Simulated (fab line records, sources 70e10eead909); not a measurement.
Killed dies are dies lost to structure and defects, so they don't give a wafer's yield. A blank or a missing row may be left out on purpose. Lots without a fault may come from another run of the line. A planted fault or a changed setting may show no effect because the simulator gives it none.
fab line records | flow nand_harc
record lots=5 wafers=15 last_day=32
route steps=1302 shown P_STI@92 P_GATE@110 END@1302
lots that met no fault: from a run of the same line without faults
start_h: hours from the record's first day to the start of the lot's first wafer shown | wait_h: hours since the lot's step before | " the same as in the row above | L1.1+2: a row that stands for several wafers | - no value, or no start given | * or withheld: withheld | < > ~ a bound
route shown NAME@n: a module of which the file shows steps, and the number in the route of the first | usual: mean/standard deviation of fault-free wafers | same: alike in all rows | chamber/n: place in a boat | sites: the reading at each site | _std_site: their standard deviation | _edge_site: outer sites' mean less inner sites' | radius_mm: how far each site lies from the wafer's centre | mask NAME#n: copy n | behind: the tool/chamber that last shaped the wafer | hold: why the lot was held/for how many hours/how that ended | device: the transistor (n, p or np) that didn't switch | end of line: the same wafers' tests at the end of the route | a step without rows: its recipe alone | killed: dies lost to structure and defects at the first sort, not the wafer's yield | map: a wafer's dies, x killed, . not, _ none there
set.NAME: the setting as run; set.NAME@STEP: as run at that earlier step | model.NAME: the simulator's own value behind a step, which no gauge read
lots at some steps of the route; a table a step, a row a wafer
services: from which hour (start_h, from the record's first day; less than 0 if before it) a tool's chamber was out of use, for how many hours, and why
## steps
# step NHARC_P_STI_OCD_MEAS_17
# usual trench_depth_nm=300/5.4 trench_foot_cd_nm=156.8/1.9
# columns lot.wafer tool chamber start_h wait_h trench_depth_nm trench_foot_cd_nm
L798.1 ocd-02 - 58.00 0.1 297 155.6
L798.4 " - " " 295 157.9
L798.5 " - " " 302 157.7
L807.1 ocd-02 - 145.11 0.1 306 158.1
L807.4 " - " " 303 153.7
L807.5 " - " " 296 159.4
L809.2 ocd-01 - 165.13 0.1 300 157.1
L809.5 " - " " 295 157.5
L809.6 " - " " 309 154.1
L816.1 ocd-01 - 239.67 0.1 303 159.4
L816.2 " - " " 304 158.5
L816.6 " - " " 299 159.8
L817.3 ocd-02 - 243.82 0.1 303 157.1
L817.4 " - " " 307 156.7
L817.5 " - " " 304 153.2
# step NHARC_P_STI_STRIP_19
# recipe time_s=900 temp_c=130 chemistry=SPM
# step NHARC_P_STI_PRECLEAN_32
# recipe time_s=* temp_c=50 bath_age_min=0 chemistry=SC1
# step NHARC_P_STI_SRD_23
# step NHARC_P_STI_OCD_MEAS_43
# usual trench_depth_nm=300/5.4 trench_foot_cd_nm=156.8/1.8
# columns lot.wafer tool chamber start_h wait_h trench_depth_nm trench_foot_cd_nm
L798.1 ocd-01 - 58.51 - 297 156.0
L798.4 " - " " 295 158.1
L798.5 " - " " 302 157.6
L807.1 ocd-01 - 145.61 - 306 157.2
L807.4 " - " " 303 154.1
L807.5 " - " " 296 159.2
L809.2 ocd-02 - 165.64 - 300 156.8
L809.5 " - " " 294 157.7
L809.6 " - " " 309 154.2
L816.1 ocd-02 - 240.18 - 304 159.1
L816.2 " - " " 303 158.5
L816.6 " - " " 299 160.0
L817.3 ocd-01 - 244.33 - 302 157.1
L817.4 " - " " 308 156.9
L817.5 " - " " 304 153.0
# step NHARC_P_STI_OXIDE_33
# recipe target_thk_a=100 temp_c=1000 ox_time_s=281 material=SiO2
# step NHARC_P_STI_HDPCVD_20
# recipe target_thk_a=withheld sigma_open_frac=withheld material=SiO2
# step NHARC_P_STI_ANNEAL_34
# recipe temp_c=1000 time_s=1800
# step NHARC_P_STI_CMP_21
# recipe t_overpolish_s=20 target_thk_nm=380.67
# usual motor_current_A=12.5/1.8 overpolish_run_s=20.000/0.0084
# columns lot.wafer tool chamber start_h wait_h motor_current_A overpolish_run_s
L798.4 cmp-01 2 79.47 0.4 13.0 20.011
L798.1 " 0 " " 13.8 19.997
L798.5 " 2 " " 12.8 19.993
L807.1 cmp-03 0 161.77 0.4 16.8 19.993
L807.4 " 2 " " 11.0 19.997
L807.5 " 0 " " 16.2 19.998
L809.2 cmp-03 3 182.30 0.4 11.7 20.015
L809.5 " 1 " " 10.9 19.997
L809.6 " 2 " " 11.4 20.001
L816.1 cmp-02 3 260.18 0.4 12.9 20.004
L816.2 " 0 " " 13.4 20.011
L816.6 " 3 " " 12.6 20.006
L817.4 cmp-01 1 260.19 0.4 9.8 19.994
L817.3 " 3 " " 13.1 19.997
L817.5 " 0 " " 13.4 20.003
# step NHARC_P_STI_SRD_35
# step NHARC_P_STI_ETCH_36
# recipe target_depth_a=388 chemistry=dHF material=SiO2
# step NHARC_P_STI_STRIP_24
# recipe temp_c=160 chemistry=H3PO4 material=Si3N4
# columns lot.wafer tool chamber start_h wait_h
L798.5+1+4 wet_bench-04 4,5,1 79.85 0.0
L807.5+4+1 wet_bench-09 2,3,5 162.10 0.0
L809.6+5+2 wet_bench-02 0,1,5 182.59 0.0
L816.2+1+6 wet_bench-09 6,7,1 260.50 0.0
L817.3+5+4 wet_bench-04 7,0,1 260.52 0.0
# step NHARC_P_STI_ETCH_37
# recipe target_depth_a=110 chemistry=dHF material=SiO2
# step NHARC_P_STI_PRECLEAN_38
# recipe time_s=* temp_c=50 bath_age_min=0 chemistry=SC1
# step NHARC_P_STI_SRD_39
# step NHARC_P_STI_OXIDE_40
# recipe target_thk_a=100 temp_c=900 ox_time_s=1362 material=SiO2
# step NHARC_P_STI_INSPECT_25
# usual raw_defect_count=220/80
# columns lot.wafer tool chamber start_h wait_h raw_defect_count
L798.1 defect_inspect-02 - 87.83 0.4 124
L798.4 " - " " 155
L798.5 " - " " 155
L807.1 defect_inspect-02 - 170.99 0.4 587
L807.4 " - " " 744
L807.5 " - " " 693
L809.2 defect_inspect-02 - 190.27 0.4 159
L809.5 " - " " 343
L809.6 " - " " 233
L816.1 defect_inspect-01 - 267.95 0.4 159
L816.2 " - " " 199
L816.6 " - " " 124
L817.3 defect_inspect-02 - 267.96 0.4 154
L817.4 " - " " 163
L817.5 " - " " 136
# step NHARC_P_GATE_ETCH_69
# recipe target_depth_a=140 chemistry=dHF material=SiO2
# step NHARC_P_GATE_PRECLEAN_70
# recipe time_s=* temp_c=50 bath_age_min=0 chemistry=SC1
# step NHARC_P_GATE_SRD_01
# step NHARC_P_GATE_OXIDE_02
# recipe target_thk_a=375 temp_c=950 p_h2o_torr=720 ox_time_s=365 material=SiO2
# step NHARC_P_GATE_DEHYDRATE_03
# recipe temp_c=150 time_s=120
# step NHARC_P_GATE_HMDS_04
# recipe time_s=30
# step NHARC_P_GATE_COAT_05
# recipe spin_rpm=4690
# step NHARC_P_GATE_SOFTBAKE_06
# recipe temp_c=122 time_s=95
# step NHARC_P_GATE_EBR_07
# step NHARC_P_GATE_EXPOSE_08
# recipe na=0.6 dose_mj=16.75 mask_id=P_HV
# step NHARC_P_GATE_PEB_09
# recipe peb_temp_c=118 peb_time_s=85
# step NHARC_P_GATE_DEVELOP_10
# recipe time_s=70
# step NHARC_P_GATE_CD_MEAS_11
# recipe target_cd_nm=1640 landing_energy_ev=500
# usual cd_nm=1640.0/1.6
# same landing_energy_ev=500
# columns lot.wafer tool chamber start_h wait_h cd_nm
L798.1 cd_sem-01 0 96.51 - 1641.6
L798.4 " 0 " " 1641.6
L798.5 " 0 " " 1640.3
L807.1 cd_sem-03 0 179.31 - 1640.3
L807.4 " 0 " " 1640.6
L807.5 " 0 " " 1637.5
L809.2 cd_sem-01 0 199.00 - 1638.6
L809.5 " 0 " " 1640.9
L809.6 " 0 " " 1640.7
L817.3 cd_sem-01 0 276.82 - 1640.9
L817.4 " 0 " " 1638.8
L817.5 " 0 " " 1639.2
L816.1 cd_sem-02 0 276.97 - 1639.2
L816.2 " 0 " " 1641.8
L816.6 " 0 " " 1640.2
# step NHARC_P_GATE_HARDBAKE_12
# recipe temp_c=125 time_s=80
# step NHARC_P_GATE_DESCUM_13
# recipe time_s=3 o2_flow_sccm=200 ar_flow_sccm=0 bias_power_w=0 chemistry=O2
# usual drypump_motor_current_A=5.6/0.44 oes_product_au=1.000/0.0095 rf_vpp_V=57.9/0.9 showerhead_plenum_p_Torr=1.93/0.089 throttle_valve_pct=11.313/0.009
# columns lot.wafer tool chamber start_h wait_h drypump_motor_current_A oes_product_au rf_hours_counter_h rf_vpp_V showerhead_plenum_p_Torr throttle_valve_pct
L798.4 rie_diel-07 3 96.69 - 5.7 1.004 8.3 58.6 1.84 11.312
L798.1 " 0 " " 5.6 1.003 8.1 57.5 1.84 11.328
L798.5 " 1 " " 5.1 1.004 - 58.4 1.91 11.305
L807.1 rie_diel-07 3 179.49 - 5.7 0.996 3.5 57.3 1.83 11.308
L807.4 " 1 " " 5.1 0.999 3.0 57.6 1.91 11.316
L807.5 " 2 " " 5.4 1.000 - 55.8 1.80 11.311
L809.2 rie_diel-07 1 199.17 - 5.1 1.002 5.1 59.4 1.91 11.316
L809.6 " 0 " " 5.6 1.007 - 57.5 1.84 11.325
L809.5 " 1 " " 5.1 1.006 - 57.3 1.91 11.314
L817.4 rie_diel-11 2 276.98 - 6.3 0.989 0.4 57.4 1.85 11.308
L817.3 " 0 " " 5.7 0.987 0.3 56.7 1.99 11.307
L817.5 " 2 " " 6.3 0.992 - 58.8 1.85 11.303
L816.1 rie_diel-06 0 277.14 - 6.1 0.984 6.9 58.9 2.04 11.308
L816.2 " 1 " " 5.7 0.979 5.8 56.8 1.84 11.313
L816.6 " 0 " " 6.1 0.988 - 57.0 2.04 11.307
# step NHARC_P_GATE_ETCH_14
# recipe target_depth_a=488 chemistry=dHF material=SiO2
# step NHARC_P_GATE_STRIP_15
# recipe time_s=780 temp_c=130 chemistry=SPM
# step NHARC_P_GATE_PRECLEAN_71
# recipe time_s=* temp_c=50 bath_age_min=0 chemistry=SC1
# step NHARC_P_GATE_SRD_72
# step NHARC_P_GATE_OXIDE_16
# recipe target_thk_a=30 temp_c=875 ox_time_s=392 material=SiO2
# step NHARC_P_GATE_CVD_17
# recipe target_thk_a=1500 temp_c=620 time_s=900 material=poly-Si
# step NHARC_P_GATE_HM_DEP_102
# recipe target_thk_a=1200 temp_c=400 material=aC
# usual throttle_valve_pct=35.001/0.009
# columns lot.wafer tool chamber start_h wait_h throttle_valve_pct
L798.1 acl_dep-02 0 108.83 0.4 34.992
L798.4 " 0 " " 34.992
L798.5 " 0 " " 34.993
L807.1 acl_dep-02 0 199.94 6.0 34.998
L807.4 " 0 " " 35.006
L807.5 " 0 " " 34.989
L809.2 acl_dep-01 0 211.76 0.5 34.994
L809.5 " 0 " " 35.022
L809.6 " 0 " " 35.023
L817.3 acl_dep-01 0 291.71 2.5 35.015
L817.4 " 0 " " 35.017
L817.5 " 0 " " 35.017
L816.1 acl_dep-02 0 291.99 2.8 34.998
L816.2 " 0 " " 35.004
L816.6 " 0 " " 35.005
# step NHARC_P_GATE_DEP_103
# recipe target_thk_a=300 target_thk_nm=30 temp_c=400 flow_sccm=200 rf_w=350 material=SiON
# usual heater_power_w=724/71
# columns lot.wafer tool chamber start_h wait_h heater_power_w since_wet_clean_h
L798.1 pecvd-01 0 109.84 0.9 832 148
L798.4 " 2 " " 849 -
L798.5 " 0 " " 789 -
L807.1 pecvd-02 1 200.65 0.6 683 142
L807.5 " 2 " " 803 -
L807.4 " 1 " " 671 -
L809.2 pecvd-03 2 212.38 0.5 679 14
L809.6 " 0 " " 687 -
L809.5 " 2 " " 688 -
L817.3 pecvd-02 0 292.22 0.4 624 52
L817.5 " 2 " " 777 -
L817.4 " 0 " " 639 -
L816.1 pecvd-02 1 292.66 0.6 661 53
L816.2 " 0 " " 647 53
L816.6 " 0 " " 650 -
# step NHARC_P_GATE_DEHYDRATE_18
# recipe temp_c=150 time_s=120
# step NHARC_P_GATE_INSPECT_28
# usual raw_defect_count=6/3.1
# columns lot.wafer tool chamber start_h wait_h raw_defect_count
L798.1 defect_inspect-01 - 110.65 0.0 9
L798.4 " - " " 3
L798.5 " - " " 0
L807.1 defect_inspect-01 - 201.41 0.0 242
L807.4 " - " " 261
L807.5 " - " " 285
L809.2 defect_inspect-02 - 213.13 0.0 7
L809.5 " - " " 1
L809.6 " - " " 9
L817.3 defect_inspect-02 - 292.99 0.0 6
L817.4 " - " " 1
L817.5 " - " " 4
L816.1 defect_inspect-02 - 293.46 0.0 6
L816.2 " - " " 4
L816.6 " - " " 10
# step NHARC_END_SORT_01
# recipe temp_c=25
# usual killed_at_array=52/18 killed_at_other=0.6/1.1 killed_at_periphery=3.7/2.4 killed_dies=57/19 killed_open=3.1/1.7 killed_short=2.5/1.7
# same gross_dies=677
# columns lot.wafer tool chamber start_h wait_h killed_at_array killed_at_other killed_at_periphery killed_dies killed_open killed_short
L798.1 prober-01 0 568.52 2.5 59 0 4 63 4 4
L798.4 prober-01 0 570.92 3.4 64 0 5 69 4 3
L798.5 prober-01 0 571.72 3.7 67 0 0 67 1 2
L807.1 prober-02 0 685.92 2.5 32 0 59 91 3 2
L807.4 prober-02 0 688.35 3.4 37 0 50 87 3 4
L807.5 prober-02 0 689.16 3.7 39 0 73 112 6 5
L816.1 prober-01 0 763.24 2.5 70 0 5 75 6 4
L816.2 prober-01 0 764.03 2.8 83 0 0 83 1 3
L816.6 prober-01 0 767.23 4.0 78 0 3 81 4 3
# killed by level:class
L798.1 A_SLIT:chamber_film_flake=24 A_CHANNEL_HOLE_D2:chamber_film_flake=18 A_STAIRCASE:chamber_film_flake=6 A_CONTACT:chamber_film_flake=3 A_CHANNEL_HOLE_D1:geometric_particle:short=2 A_CHANNEL_FILL_D2:chamber_film_flake=2 P_CONTACT:geometric_particle:open=1 P_M0:geometric_particle:open=1
L798.4 A_SLIT:chamber_film_flake=25 A_CHANNEL_HOLE_D2:chamber_film_flake=19 A_STAIRCASE:chamber_film_flake=7 A_ZERO_WELL:chamber_film_flake=3 P_ZERO_WELL:chamber_film_flake=2 A_WL_FILL:chamber_film_flake=2 P_GATE:geometric_particle:open=1 P_M1:geometric_particle:open=1
L798.5 A_CHANNEL_HOLE_D2:chamber_film_flake=26 A_SLIT:chamber_film_flake=21 A_STAIRCASE:chamber_film_flake=10 A_SGD_CUT:geometric_particle:short=2 A_CONTACT:chamber_film_flake=2 A_CHANNEL_FILL_D2:chamber_film_flake=2 A_WL_FILL:chamber_film_flake=2 A_CONTACT:geometric_particle:open=1
L807.1 P_STI:unspecified=55 A_CHANNEL_HOLE_D2:chamber_film_flake=16 A_CONTACT:chamber_film_flake=7 A_CHANNEL_HOLE_D1:chamber_film_flake=4 P_CONTACT:geometric_particle:open=1 P_M0:geometric_particle:open=1 A_CHANNEL_HOLE_D1:geometric_particle:open=1 A_WL_FILL:geometric_particle:short=1
L807.4 P_STI:unspecified=47 A_CHANNEL_HOLE_D2:chamber_film_flake=16 A_CHANNEL_HOLE_D1:chamber_film_flake=7 A_CONTACT:chamber_film_flake=5 P_CONTACT:geometric_particle:short=1 P_M0:geometric_particle:open=1 A_ONON_D1:geometric_particle:open=1 A_CHANNEL_FILL_D1:geometric_particle:short=1
L807.5 P_STI:unspecified=71 A_CHANNEL_HOLE_D2:chamber_film_flake=12 A_CHANNEL_HOLE_D1:chamber_film_flake=6 A_CHANNEL_FILL_D2:chamber_film_flake=4 A_CONTACT:chamber_film_flake=3 A_SLIT:chamber_film_flake=2 P_CONTACT:geometric_particle:open=1 A_ONON_D1:geometric_particle:open=1
L816.1 A_SLIT:chamber_film_flake=29 A_CHANNEL_HOLE_D2:chamber_film_flake=15 A_CHANNEL_HOLE_D1:chamber_film_flake=8 A_CONTACT:chamber_film_flake=7 P_CONTACT:geometric_particle:open=2 P_GATE:chamber_film_flake=2 A_M1:chamber_film_flake=2 P_GATE:geometric_particle:open=1
L816.2 A_CHANNEL_HOLE_D2:chamber_film_flake=29 A_SLIT:chamber_film_flake=29 A_CHANNEL_HOLE_D1:chamber_film_flake=7 A_M1:chamber_film_flake=6 A_CONTACT:chamber_film_flake=5 A_STAIRCASE:chamber_film_flake=2 A_ONON_D2:geometric_particle:short=1 A_CHANNEL_FILL_D2:geometric_particle:short=1
L816.6 A_CHANNEL_HOLE_D2:chamber_film_flake=21 A_SLIT:chamber_film_flake=20 A_CHANNEL_HOLE_D1:chamber_film_flake=17 A_CONTACT:chamber_film_flake=8 A_M1:chamber_film_flake=4 A_STAIRCASE:chamber_film_flake=2 P_GATE:geometric_particle:short=1 P_M2:geometric_particle:open=1
# map L807.5 (x killed, . not)
____________.____________
_________......._________
_______.....x.x..._______
______.......xx....______
_____..x.x...xxx...._____
____..x.....xxxx.x...____
____......x.xxxxx....____
___.........x..x...xx.___
___.............x.....___
__.....................__
__.x...................__
_......................._
_..................x...._
_......................._
_...................x..._
_...............x......._
........................x
..................x......
................xx..x....
.................x...xxx.
...............x.xxxxxxx.
_...............xxxx.x.._
_...............xxxxxx.._
_..............xxxxxxxxx_
_....x........x.xxxxxx.._
_.............xxxxxxxx.._
__..............xxxxxx.__
__..............xxxxxxx__
___..x.........x.xxxxx___
___..............xxxx.___
____..............x..____
____................x____
_____.......x......._____
______...x.........______
_______..........._______
_________......._________
____________x____________
# map L816.2 (x killed, . not)
____________.____________
_________.xx..xx_________
_______xxxxx.xx..x_______
______..xxx..xxx...______
_____.xxxxxxxxxxx.x._____
____.xxxxxxxxxx.x....____
____....x.xxxxx.x....____
___.....xxx.xxxxx.....___
___.....xxx.xxx.x.....___
__.......xx..x....x....__
__....x.......x.x.x....__
_............x........x._
_.....xx............x..._
_...................x.x._
_................x......_
_......................._
.................x.......
..................x......
.........................
.........................
.........................
_......................._
_......................._
_......................._
_......................._
_......................._
__.....................__
__.....................__
___...................___
___...................___
____.................____
____.................____
_____..............._____
______.............______
_______....x......_______
_________..x...._________
____________.____________
## services
# columns tool chamber start_h hours kind
rie_diel-06 1 57.22 8.1 repair
acl_dep-02 - 60.61 13.0 pm
cmp-03 - 64.00 4.0 pm
wet_bench-02 - 68.00 8.0 pm
cmp-01 - 90.51 4.0 pm
wet_bench-09 - 98.44 7.0 repair
cmp-01 - 106.24 0.8 repair
rie_diel-07 - 117.25 9.0 pm
cmp-01 - 128.11 1.0 repair
pecvd-02 1 143.01 19.2 repair
cmp-03 - 162.00 4.0 pm
wet_bench-09 - 176.80 8.0 pm
rie_diel-07 0 181.70 1.7 repair
cmp-01 - 188.51 4.0 pm
acl_dep-01 - 191.20 13.0 pm
rie_diel-07 1 201.64 3.6 repair
pecvd-02 - 227.00 13.0 pm
wet_bench-04 - 227.20 8.0 pm
acl_dep-02 - 241.61 13.0 pm
cmp-03 - 260.00 4.0 pm
rie_diel-07 0 269.50 6.0 repair
pecvd-02 2 269.54 8.8 repair
cmp-01 - 286.51 4.0 pm
rie_diel-07 3 289.90 22.3 repair
## key
first_sign step=NHARC_P_STI_INSPECT_25 reading=raw_defect_count direction=up sigmas=5.7 usual=220 struck=675
effect step=NHARC_P_GATE_INSPECT_28 reading=raw_defect_count direction=up sigmas=84 usual=6 struck=263
effect step=NHARC_END_SORT_01 reading=killed_at_periphery direction=up sigmas=24 usual=3.7 struck=60.7
more_kills_born_at NHARC_P_STI_STRIP_24@wet_bench-09=173
met_at NHARC_P_STI_STRIP_24
struck_wafers L807.1,L807.4,L807.5
tester_left_out L807
fault kind=chamber_particle_source tool=wet_bench-09 chamber=- onset_h=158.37 steps=NHARC_P_STI_STRIP_24 rate_per_visit_cm2=0.39926 end_h=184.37
# tester_left_out: of these lots the tester's yield and bins aren't shown, on N5 and GAA mostly nor the transistor test; their killed dies are dies lost to structure and defects alone, not to doping, threshold or leakage, so they don't give the yield
